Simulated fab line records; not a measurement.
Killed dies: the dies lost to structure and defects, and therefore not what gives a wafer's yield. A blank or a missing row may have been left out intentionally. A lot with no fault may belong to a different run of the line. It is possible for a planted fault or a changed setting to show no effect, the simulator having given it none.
Which tool was responsible? -- flow n5Finfet -- 24 lots, 72 wafers sampled, at 6 steps of a route of 1938

## WHAT THE GAUGES READ, wafer by wafer
N5_DUMMY_GATE_CD_MEAS_24: the cd target is 15 nm. Usual: cdNm at 15.0 nm, with a standard deviation of 0.49.
lot,measured,on,cdNm (nm),flag
L074,day 2 22:22,cdSem-03,14.8 15.6 15.7,
L075,day 3 07:24,cdSem-01,14.8 15.2 15.2,
L076,day 3 10:58,cdSem-02,15.6 14.8 14.9,
L077,day 3 19:14,cdSem-01,15.5 14.9 15.2,
L078,day 4 00:49,cdSem-03,14.6 14.1 14.6,
L079,day 4 06:43,cdSem-02,14.7 15.1 15.5,
L080,day 4 13:11,cdSem-02,15.6 15.4 15.8,
L081,day 4 17:40,cdSem-02,14.6 15.5 14.7,
L082,day 5 01:18,cdSem-03,14.0 14.9 15.8,
L083,day 5 06:06,cdSem-03,14.9 14.1 15.7,
L084,day 5 13:05,cdSem-03,14.8 13.9 14.4,
L085,day 5 17:32,cdSem-02,15.2 15.8 15.0,
L086,day 6 01:01,cdSem-03,13.8 14.3 14.3,
L087,day 6 07:18,cdSem-03,15.3 14.3 14.2,
L088,day 6 17:07,cdSem-03,14.7 14.2 15.3,
L089,day 6 18:23,cdSem-01,14.7 14.5 14.6,
L090,day 7 01:08,cdSem-03,15.3 15.2 15.2,
L091,day 7 10:38,cdSem-03,14.7 14.7 15.6,
L092,day 7 11:35,cdSem-03,15.6 14.9 14.2,
L093,day 7 17:53,cdSem-03,15.4 15.3 14.9,
L094,day 8 00:49,cdSem-02,14.3 15.1 15.9,
L095,day 8 04:23,cdSem-03,15.3 15.3 14.6,
L096,day 8 17:22,cdSem-02,14.6 14.7 14.9,
L097,day 8 22:08,cdSem-02,15.1 14.6 15.1,

N5_SD_EPI_N_EPI_MEAS_23. Usual: thkNm at 59.0 nm, with a standard deviation of 1.2.
lot,measured,on,thkNm (nm),flag
L074,day 3 03:37,filmMetro-01,58.2 59.3 59.1,
L075,day 3 13:30,filmMetro-02,59.1 59.2 59.4,
L076,day 3 15:45,filmMetro-01,59.0 59.7 58.9,
L077,day 4 00:40,filmMetro-02,58.9 59.3 57.5,
L078,day 4 06:32,filmMetro-01,60.9 59.7 60.7,
L079,day 4 12:27,filmMetro-01,57.2 57.2 61.3,
L080,day 4 18:36,filmMetro-02,58.7 57.1 57.0,
L081,day 4 22:38,filmMetro-02,58.7 59.3 58.3,
L082,day 5 07:02,filmMetro-01,59.1 56.8 58.8,
L083,day 5 11:53,filmMetro-01,58.6 58.2 59.0,
L084,day 5 19:21,filmMetro-01,57.2 58.0 59.3,
L085,day 6 00:36,filmMetro-02,59.7 57.5 58.1,
L086,day 6 05:50,filmMetro-01,58.8 60.5 58.0,
L087,day 6 14:05,filmMetro-01,59.6 59.7 57.4,
L088,day 6 22:08,filmMetro-01,59.9 59.5 59.2,
L089,day 6 23:07,filmMetro-01,58.1 60.1 59.3,
L090,day 7 08:10,filmMetro-02,58.9 58.3 58.6,
L091,day 7 15:25,filmMetro-02,58.2 58.4 59.7,
L092,day 7 17:29,filmMetro-01,60.0 59.0 60.0,
L093,day 8 02:26,filmMetro-02,58.7 60.5 59.1,
L094,day 8 05:47,filmMetro-01,57.8 60.0 58.6,
L095,day 8 10:19,filmMetro-02,59.8 59.6 57.6,
L096,day 8 22:52,filmMetro-01,59.4 58.7 59.9,
L097,day 9 04:52,filmMetro-02,58.6 59.7 60.9,

## TOOL THAT RAN EACH LOT (tool first, then ch and the chambers of the sampled wafers, then the start)
lot,N5_DUMMY_GATE_ETCH_36,N5_DUMMY_GATE_ETCH_32,N5_SPACER0_ALD_00,N5_SD_EPI_N_DESCUM_14
L074,"rieDiel-04 ch 1,2,3, day 2 21:35","rieSi-06 ch 0,1,2, day 2 22:10","aldSin-03 ch 0,2,3, day 2 23:20","rieDiel-02 ch 1,2,3, day 3 00:14"
L075,"rieDiel-03 ch 1,2, day 3 06:25","rieSi-01 ch 1,3, day 3 07:12","aldSin-03 ch 0,3, day 3 09:19","rieDiel-02 ch 0,1, day 3 10:06"
L076,"rieDiel-06 ch 0,1,3, day 3 10:12","rieSi-04 ch 0,2,3, day 3 10:46","aldSin-01 ch 1,2,3, day 3 11:26","rieDiel-01 ch 0,1,3, day 3 12:21"
L077,"rieDiel-04 ch 1,2,3, day 3 18:29","rieSi-01 ch 0,1,3, day 3 19:02","aldSin-02 ch 0,1,3, day 3 19:45","rieDiel-02 ch 2,3, day 3 20:32"
L078,"rieDiel-06 ch 0,2, day 3 23:57","rieSi-01 ch 0,2,3, day 4 00:37","aldSin-03 ch 0,3, day 4 01:30","rieDiel-02 ch 1,2, day 4 02:24"
L079,"rieDiel-04 ch 1,2,3, day 4 05:57","rieSi-04 ch 0,1,3, day 4 06:31","aldSin-01 ch 0,1,3, day 4 08:17","rieDiel-02 ch 0,1,2, day 4 09:04"
L080,"rieDiel-04 ch 0,2, day 4 12:25","rieSi-04 ch 0,1, day 4 12:58","aldSin-03 ch 1,2,3, day 4 14:20","rieDiel-05 ch 1,2,3, day 4 15:07"
L081,"rieDiel-04 ch 0,3, day 4 16:54","rieSi-01 ch 0,1,3, day 4 17:28","aldSin-03 ch 2,3, day 4 18:28","rieDiel-05 ch 0,2, day 4 19:15"
L082,"rieDiel-04 ch 0,1,2, day 5 00:32","rieSi-01 ch 0,3, day 5 01:06","aldSin-03 ch 0,1,2, day 5 02:34","rieDiel-02 ch 0,2,3, day 5 03:39"
L083,"rieDiel-03 ch 0,2,3, day 5 05:08","rieSi-04 ch 0,1,3, day 5 05:53","aldSin-03 ch 1,2,3, day 5 07:32","rieDiel-05 ch 0,1,3, day 5 08:30"
L084,"rieDiel-06 ch 1,2,3, day 5 12:19","rieSi-01 ch 0,2, day 5 12:53","aldSin-02 ch 0,1,3, day 5 15:03","rieDiel-02 ch 0,1,2, day 5 15:58"
L085,"rieDiel-04 ch 0,1,3, day 5 16:41","rieSi-01 ch 0,2,3, day 5 17:20","aldSin-02 ch 0,2,3, day 5 18:51","rieDiel-01 ch 1,2,3, day 5 20:29"
L086,"rieDiel-06 ch 0,1,3, day 6 00:14","rieSi-04 ch 1,2, day 6 00:49","aldSin-03 ch 1,3, day 6 01:39","rieDiel-01 ch 0,3, day 6 02:27"
L087,"rieDiel-04 ch 0,1,2, day 6 06:32","rieSi-01 ch 0,1,2, day 6 07:06","aldSin-03 ch 1,2,3, day 6 09:02","rieDiel-01 ch 0,2,3, day 6 09:56"
L088,"rieDiel-06 ch 1,2,3, day 6 16:20","rieSi-06 ch 0,1, day 6 16:54","aldSin-03 ch 2,3, day 6 17:49","rieDiel-05 ch 1,2,3, day 6 18:44"
L089,"rieDiel-06 ch 1,3, day 6 17:28","rieSi-04 ch 0,1,3, day 6 18:11","aldSin-03 ch 1,2, day 6 18:51","rieDiel-02 ch 0,1,3, day 6 19:44"
L090,"rieDiel-04 ch 0,1,2, day 7 00:22","rieSi-04 ch 1,2,3, day 7 00:56","aldSin-03 ch 0,1,3, day 7 01:50","rieDiel-01 ch 0,1,2, day 7 03:02"
L091,"rieDiel-04 ch 2,3, day 7 09:22","rieSi-06 ch 0,1,2, day 7 10:26","aldSin-01 ch 0,1,3, day 7 11:07","rieDiel-05 ch 0,3, day 7 12:01"
L092,"rieDiel-06 ch 0,1,2, day 7 10:50","rieSi-01 ch 0,2,3, day 7 11:23","aldSin-02 ch 0,1,3, day 7 13:02","rieDiel-05 ch 0,1,3, day 7 14:06"
L093,"rieDiel-03 ch 0,1,2, day 7 17:07","rieSi-04 ch 0,1,3, day 7 17:40","aldSin-02 ch 2,3, day 7 21:15","rieDiel-05 ch 2,3, day 7 22:18"
L094,"rieDiel-04 ch 1,2,3, day 8 00:04","rieSi-04 ch 1,3, day 8 00:37","aldSin-01 ch 0,1,3, day 8 01:37","rieDiel-05 ch 0,1,3, day 8 02:23"
L095,"rieDiel-03 ch 1,2, day 8 03:37","rieSi-06 ch 1,2, day 8 04:11","aldSin-02 ch 0,1, day 8 06:08","rieDiel-02 ch 1,3, day 8 06:55"
L096,"rieDiel-06 ch 0,3, day 8 16:20","rieSi-04 ch 1,2,3, day 8 17:10","aldSin-01 ch 1,3, day 8 18:42","rieDiel-02 ch 0,1, day 8 19:28"
L097,"rieDiel-06 ch 1,2,3, day 8 21:19","rieSi-04 ch 2,3, day 8 21:56","aldSin-01 ch 2,3, day 9 00:24","rieDiel-05 ch 0,1,3, day 9 01:18"
- N5_DUMMY_GATE_ETCH_36: etches SiARC in CF4, target depth 13 nm.
- N5_DUMMY_GATE_ETCH_32: etches SiO2 in CF4, target depth 3.5 nm, time 3.9 s.
- N5_SPACER0_ALD_00: deposits SiOCN, target thk 3.5 nm, pulse time 3 s, purge time 2 s.
- N5_SD_EPI_N_DESCUM_14: chemistry O2, time 7.9 s.

## WHAT THE TOOLS THEMSELVES READ (means of the sampled wafers that have a number; where no wafer has one, the mark that the record gives instead)
N5_DUMMY_GATE_ETCH_36. Usual: biasW 36.00 W, standard deviation 0.1; drypumpMotorCurrentA 5.9 A, standard deviation 0.31; oesProductAu 0.76 a.u., standard deviation 0.075; rfVppV 183.7 V, standard deviation 1.2; showerheadPlenumPTorr 2.12 Torr, standard deviation 0.079; throttleValvePct 15.62 %, standard deviation 0.2.
lot,tool,biasW (W),drypumpMotorCurrentA (A),oesProductAu (a.u.),rfVppV (V),showerheadPlenumPTorr (Torr),throttleValvePct (%),flag
L074,rieDiel-04,36.02,6.0,0.76,184.3,2.15,15.52,
L075,rieDiel-03,35.96,5.9,0.76,183.2,2.08,15.73,
L076,rieDiel-06,35.94,5.9,0.74,183.2,2.09,15.81,
L077,rieDiel-04,35.95,6.0,0.76,184.1,2.15,15.52,
L078,rieDiel-06,35.94,5.8,0.70,183.5,2.15,15.70,
L079,rieDiel-04,36.11,6.0,0.75,184.1,2.15,15.53,
L080,rieDiel-04,36.18,5.6,0.76,183.5,2.11,15.56,
L081,rieDiel-04,36.06,5.5,0.80,182.3,2.02,15.31,
L082,rieDiel-04,36.06,5.9,0.74,184.0,2.17,15.57,
L083,rieDiel-03,35.91,6.0,0.79,183.9,2.12,15.60,
L084,rieDiel-06,36.09,6.0,0.81,183.1,2.13,15.64,
L085,rieDiel-04,36.06,5.7,0.77,183.5,2.10,15.39,
L086,rieDiel-06,35.99,5.9,0.81,183.1,2.08,15.67,
L087,rieDiel-04,36.10,5.9,0.73,184.2,2.16,15.61,
L088,rieDiel-06,36.01,6.0,0.80,184.1,2.13,15.66,
L089,rieDiel-06,36.11,6.1,0.83,182.5,2.09,15.65,
L090,rieDiel-04,35.94,5.9,0.72,184.2,2.16,15.61,
L091,rieDiel-04,35.97,5.9,0.72,183.9,2.13,15.73,
L092,rieDiel-06,36.01,5.9,0.77,183.7,2.11,15.70,
L093,rieDiel-03,36.03,6.0,0.78,183.0,2.12,15.74,
L094,rieDiel-04,35.95,5.9,0.73,183.9,2.14,15.59,
L095,rieDiel-03,36.00,5.9,0.74,183.7,2.07,15.81,
L096,rieDiel-06,36.01,5.8,0.75,181.7,2.07,15.74,
L097,rieDiel-06,36.02,6.0,0.78,184.0,2.12,15.69,

N5_DUMMY_GATE_ETCH_32. Usual: biasW 400.0 W, standard deviation 1.3; drypumpMotorCurrentA 6.0 A, standard deviation 0.46; oesProductAu 1.007 a.u., standard deviation 0.02; throttleValvePct 21.92 %, standard deviation 0.28.
lot,tool,biasW (W),drypumpMotorCurrentA (A),oesProductAu (a.u.),throttleValvePct (%),flag
L074,rieSi-06,400.4,6.0,0.996,21.68,
L075,rieSi-01,400.5,6.5,1.012,21.79,
L076,rieSi-04,401.0,5.9,1.021,22.10,
L077,rieSi-01,401.1,6.5,1.014,21.79,
L078,rieSi-01,400.0,6.2,1.010,21.75,
L079,rieSi-04,399.7,5.9,1.001,22.23,
L080,rieSi-04,399.9,5.6,1.015,22.42,
L081,rieSi-01,401.0,6.5,1.018,21.79,
L082,rieSi-01,400.7,6.4,1.023,21.71,
L083,rieSi-04,400.0,5.9,1.003,22.22,
L084,rieSi-01,399.0,6.2,1.007,21.73,
L085,rieSi-01,401.1,6.2,1.020,21.75,
L086,rieSi-04,400.6,5.7,0.980,22.17,
L087,rieSi-01,398.7,6.4,1.011,21.83,
L088,rieSi-06,397.2,6.2,0.984,21.66,
L089,rieSi-04,399.8,5.9,1.007,22.23,
L090,rieSi-04,399.3,6.0,0.991,22.04,
L091,rieSi-06,399.0,6.0,0.990,21.68,
L092,rieSi-01,400.4,6.2,1.021,21.74,
L093,rieSi-04,400.5,5.9,1.008,22.22,
L094,rieSi-04,400.7,6.3,0.992,22.04,
L095,rieSi-06,399.5,5.9,0.977,21.61,
L096,rieSi-04,399.8,5.9,1.003,22.04,
L097,rieSi-04,399.7,6.2,1.007,21.92,

N5_SPACER0_ALD_00. Usual: heaterPowerW 806 W, standard deviation 55; precursorPulseHeightRel 1.000, standard deviation 0.019.
lot,tool,heaterPowerW (W),precursorPulseHeightRel,flag
L074,aldSin-03,787,0.985,
L075,aldSin-03,756,1.003,
L076,aldSin-01,837,1.015,
L077,aldSin-02,770,1.019,
L078,aldSin-03,759,0.989,
L079,aldSin-01,826,0.994,
L080,aldSin-03,805,0.994,
L081,aldSin-03,816,0.991,
L082,aldSin-03,816,0.992,
L083,aldSin-03,803,1.009,
L084,aldSin-02,774,0.997,
L085,aldSin-02,828,0.990,
L086,aldSin-03,796,1.013,
L087,aldSin-03,805,0.987,
L088,aldSin-03,791,0.996,
L089,aldSin-03,823,0.999,
L090,aldSin-03,787,1.011,
L091,aldSin-01,819,0.987,
L092,aldSin-02,779,1.009,
L093,aldSin-02,872,1.003,
L094,aldSin-01,816,1.007,
L095,aldSin-02,787,0.988,
L096,aldSin-01,828,1.014,
L097,aldSin-01,801,1.002,

N5_SD_EPI_N_DESCUM_14. Usual: drypumpMotorCurrentA 5.4 A, standard deviation 0.43; oesProductAu 0.81 a.u., standard deviation 0.069; rfVppV 243.9 V, standard deviation 1.2; showerheadPlenumPTorr 2.14 Torr, standard deviation 0.075; throttleValvePct 20.41 %, standard deviation 0.2.
lot,tool,drypumpMotorCurrentA (A),oesProductAu (a.u.),rfVppV (V),showerheadPlenumPTorr (Torr),throttleValvePct (%),flag
L074,rieDiel-02,5.5,0.85,244.7,2.19,20.36,
L075,rieDiel-02,4.9,0.82,243.9,2.15,20.37,
L076,rieDiel-01,5.8,0.74,242.1,2.02,20.75,
L077,rieDiel-02,5.6,0.83,244.1,2.15,20.40,
L078,rieDiel-02,5.9,0.89,244.9,2.21,20.27,
L079,rieDiel-02,5.4,0.85,245.1,2.18,20.33,
L080,rieDiel-05,5.3,0.80,243.9,2.18,20.38,
L081,rieDiel-05,5.3,0.87,243.3,2.08,20.41,
L082,rieDiel-02,5.5,0.82,244.5,2.14,20.34,
L083,rieDiel-05,5.4,0.87,243.3,2.14,20.39,
L084,rieDiel-02,5.4,0.83,244.1,2.18,20.34,
L085,rieDiel-01,5.5,0.86,243.9,2.15,20.39,
L086,rieDiel-01,5.8,0.76,242.9,2.07,20.66,
L087,rieDiel-01,5.6,0.78,242.9,2.06,20.40,
L088,rieDiel-05,5.3,0.78,244.4,2.18,20.39,
L089,rieDiel-02,5.0,0.78,243.2,2.15,20.49,
L090,rieDiel-01,5.6,0.82,243.2,2.10,20.37,
L091,rieDiel-05,5.3,0.89,243.8,2.06,20.49,
L092,rieDiel-05,5.4,0.84,243.4,2.13,20.41,
L093,rieDiel-05,5.2,0.74,243.3,2.14,20.50,
L094,rieDiel-05,5.4,0.83,244.1,2.13,20.41,
L095,rieDiel-02,5.1,0.76,243.8,2.15,20.54,
L096,rieDiel-02,4.9,0.78,243.1,2.13,20.42,
L097,rieDiel-05,5.4,0.82,243.8,2.13,20.44,

## THE ANSWER, worked out from the rows above alone
Rule: a lot is off if the mean of its wafers that have a number lies more than 3 standard deviations from the usual mean. Also off: a lot with no number at a reading for which 4 or more lots have one. The other lots that the step has rows for count as sound. Order of review: gauges by route order, followed by the tools' own readings, for which a lot's mean as printed above is used. At the first step where some lot is off, the reading lying furthest off is the one used; lots without a number count as furthest.
No lot is off at any reading shown: from this, nothing can be told.

## WHAT THE SIMULATOR HAD PUT IN
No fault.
